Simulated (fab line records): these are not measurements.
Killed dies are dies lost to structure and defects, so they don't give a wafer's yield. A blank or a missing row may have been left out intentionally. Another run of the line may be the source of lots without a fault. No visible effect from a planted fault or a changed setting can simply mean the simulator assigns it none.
Split-lot experiment / flow n5 finfet / 21 wafers read across 7 lots, on a route 1938 steps long

## THE SPLIT
At N5_FIN_CUT_COAT_02 (resist thk 30 nm), the setting spin rpm was moved away from the recipe's 1500 rpm on 5 of the 21 wafers read, by -10.9% to +7.5%. This setting was run at the recipe's value on the other wafers.

## FROM THE SPLIT TO THE READING: what the file shows between them, 3 steps
- N5_FIN_CUT_EBR_04
- N5_FIN_CUT_SOFTBAKE_03: time 60 s
- N5_FIN_CUT_DESCUM_13: chemistry O2, time 7 s

## THE READING
CAR-EUV_of_FIN_CUT_COAT_02.thk nm (the simulator's own value, which no gauge read), in nm, at N5_FIN_CUT_ETCH_30 (etches underlayer in N2/H2, target depth 13 nm, time 10.4 s). There is no usual value for it anywhere in the file. Average 14.6 nm, standard deviation 0.12 nm, over the 16 wafers here run with the recipe.

wafer=L079.1; tool, chamber at the split=litho track-01, 0; spin rpm as run, rpm=1500; against the recipe=recipe; CAR-EUV_of_FIN_CUT_COAT_02.thk nm, nm=14.8; against lot-mates on the recipe=-
wafer=L079.6; tool, chamber at the split=litho track-01, 0; spin rpm as run, rpm=1500; against the recipe=recipe; CAR-EUV_of_FIN_CUT_COAT_02.thk nm, nm=14.8; against lot-mates on the recipe=-
wafer=L079.4; tool, chamber at the split=litho track-01, 0; spin rpm as run, rpm=1585; against the recipe=+5.7%; CAR-EUV_of_FIN_CUT_COAT_02.thk nm, nm=14; against lot-mates on the recipe=-0.8
wafer=L080.1; tool, chamber at the split=litho track-01, 0; spin rpm as run, rpm=1500; against the recipe=recipe; CAR-EUV_of_FIN_CUT_COAT_02.thk nm, nm=14.8; against lot-mates on the recipe=-
wafer=L080.5; tool, chamber at the split=litho track-01, 0; spin rpm as run, rpm=1500; against the recipe=recipe; CAR-EUV_of_FIN_CUT_COAT_02.thk nm, nm=14.6; against lot-mates on the recipe=-
wafer=L080.6; tool, chamber at the split=litho track-01, 0; spin rpm as run, rpm=1500; against the recipe=recipe; CAR-EUV_of_FIN_CUT_COAT_02.thk nm, nm=14.6; against lot-mates on the recipe=-
wafer=L082.1; tool, chamber at the split=litho track-02, 0; spin rpm as run, rpm=1500; against the recipe=recipe; CAR-EUV_of_FIN_CUT_COAT_02.thk nm, nm=14.6; against lot-mates on the recipe=-
wafer=L082.6; tool, chamber at the split=litho track-02, 0; spin rpm as run, rpm=1500; against the recipe=recipe; CAR-EUV_of_FIN_CUT_COAT_02.thk nm, nm=14.6; against lot-mates on the recipe=-
wafer=L082.2; tool, chamber at the split=litho track-02, 0; spin rpm as run, rpm=1400; against the recipe=-6.7%; CAR-EUV_of_FIN_CUT_COAT_02.thk nm, nm=15.6; against lot-mates on the recipe=+1.0
wafer=L084.2; tool, chamber at the split=litho track-01, 0; spin rpm as run, rpm=1500; against the recipe=recipe; CAR-EUV_of_FIN_CUT_COAT_02.thk nm, nm=14.6; against lot-mates on the recipe=-
wafer=L084.4; tool, chamber at the split=litho track-01, 0; spin rpm as run, rpm=1500; against the recipe=recipe; CAR-EUV_of_FIN_CUT_COAT_02.thk nm, nm=14.6; against lot-mates on the recipe=-
wafer=L084.3; tool, chamber at the split=litho track-01, 0; spin rpm as run, rpm=1383; against the recipe=-7.8%; CAR-EUV_of_FIN_CUT_COAT_02.thk nm, nm=15.8; against lot-mates on the recipe=+1.2
wafer=L087.1; tool, chamber at the split=litho track-05, 0; spin rpm as run, rpm=1500; against the recipe=recipe; CAR-EUV_of_FIN_CUT_COAT_02.thk nm, nm=14.6; against lot-mates on the recipe=-
wafer=L087.4; tool, chamber at the split=litho track-05, 0; spin rpm as run, rpm=1500; against the recipe=recipe; CAR-EUV_of_FIN_CUT_COAT_02.thk nm, nm=14.6; against lot-mates on the recipe=-
wafer=L087.6; tool, chamber at the split=litho track-05, 0; spin rpm as run, rpm=1500; against the recipe=recipe; CAR-EUV_of_FIN_CUT_COAT_02.thk nm, nm=14.6; against lot-mates on the recipe=-
wafer=L089.3; tool, chamber at the split=litho track-01, 0; spin rpm as run, rpm=1500; against the recipe=recipe; CAR-EUV_of_FIN_CUT_COAT_02.thk nm, nm=14.4; against lot-mates on the recipe=-
wafer=L089.4; tool, chamber at the split=litho track-01, 0; spin rpm as run, rpm=1500; against the recipe=recipe; CAR-EUV_of_FIN_CUT_COAT_02.thk nm, nm=14.6; against lot-mates on the recipe=-
wafer=L089.5; tool, chamber at the split=litho track-01, 0; spin rpm as run, rpm=1337; against the recipe=-10.9%; CAR-EUV_of_FIN_CUT_COAT_02.thk nm, nm=16.4; against lot-mates on the recipe=+1.9
wafer=L095.1; tool, chamber at the split=litho track-02, 0; spin rpm as run, rpm=1613; against the recipe=+7.5%; CAR-EUV_of_FIN_CUT_COAT_02.thk nm, nm=13.4; against lot-mates on the recipe=-1.0
wafer=L095.3; tool, chamber at the split=litho track-02, 0; spin rpm as run, rpm=1500; against the recipe=recipe; CAR-EUV_of_FIN_CUT_COAT_02.thk nm, nm=14.4; against lot-mates on the recipe=-
wafer=L095.6; tool, chamber at the split=litho track-02, 0; spin rpm as run, rpm=1500; against the recipe=recipe; CAR-EUV_of_FIN_CUT_COAT_02.thk nm, nm=14.4; against lot-mates on the recipe=-

THE FIT
A straight line over all 21 wafers: CAR-EUV_of_FIN_CUT_COAT_02.thk nm changes by -0.153 nm for each +1% of spin rpm; r = -0.98; the points scatter about the line by 0.13 nm.
The same after taking each lot's own level away (the mean of its wafers on the recipe; 21 wafers): -0.155 nm for each +1%; r = -0.99; scatter 0.08 nm.
On that fit, the largest move of spin rpm shifts the reading by 1.7 nm.
The lots' own levels span 14.40 to 14.80 nm, that is 3.3 times the standard deviation above.
Consequently the slope shifts little with the lot-to-lot level, the two slopes agreeing.
Check: for one of the wafers moved furthest among these (-10.9%), held out of the fit, the line's prediction against its lot-mates is +1.58 nm. It came out at +1.9 nm against them.

## THE OTHER SPLITS THESE WAFERS WENT THROUGH
Before the reading, these wafers also passed through other splits. Each is held against what the fit with the lots' levels taken away leaves over:
other split on the same wafers=N5_WELL_APT_COAT_02 spin rpm; wafers away from the commonest value=4; r with CAR-EUV_of_FIN_CUT_COAT_02.thk nm (lot level and that fit taken away)=-0.07
other split on the same wafers=N5_PMOS_HMC_CHANNEL_EPI_EXPOSE_06 dose mj; wafers away from the commonest value=8; r with CAR-EUV_of_FIN_CUT_COAT_02.thk nm (lot level and that fit taken away)=-0.07
other split on the same wafers=N5_PMOS_HMC_CHANNEL_EPI_PEB_07 peb time s; wafers away from the commonest value=5; r with CAR-EUV_of_FIN_CUT_COAT_02.thk nm (lot level and that fit taken away)=+0.28

## THE WHOLE CHAIN: every reading that the file lists as answering this split, in the file's order
step=N5_FIN_CUT_COAT_02; what it does=resist thk 30 nm; reading=CAR-EUV_of_FIN_CUT_COAT_02.thk nm (the simulator's own value, which no gauge read); change (the file's fit)=-0.153 nm for each +1% of the setting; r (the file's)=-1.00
step=N5_FIN_CUT_ETCH_30; what it does=etches underlayer in N2/H2, target depth 13 nm, time 10.4 s; reading=CAR-EUV_of_FIN_CUT_COAT_02.thk nm (the simulator's own value, which no gauge read); change (the file's fit)=-0.156 nm for each +1% of the setting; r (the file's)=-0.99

## THE FILE'S OWN FIT
CAR-EUV_of_FIN_CUT_COAT_02.thk nm changes by -0.156 nm for each +1% of spin rpm, r = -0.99.
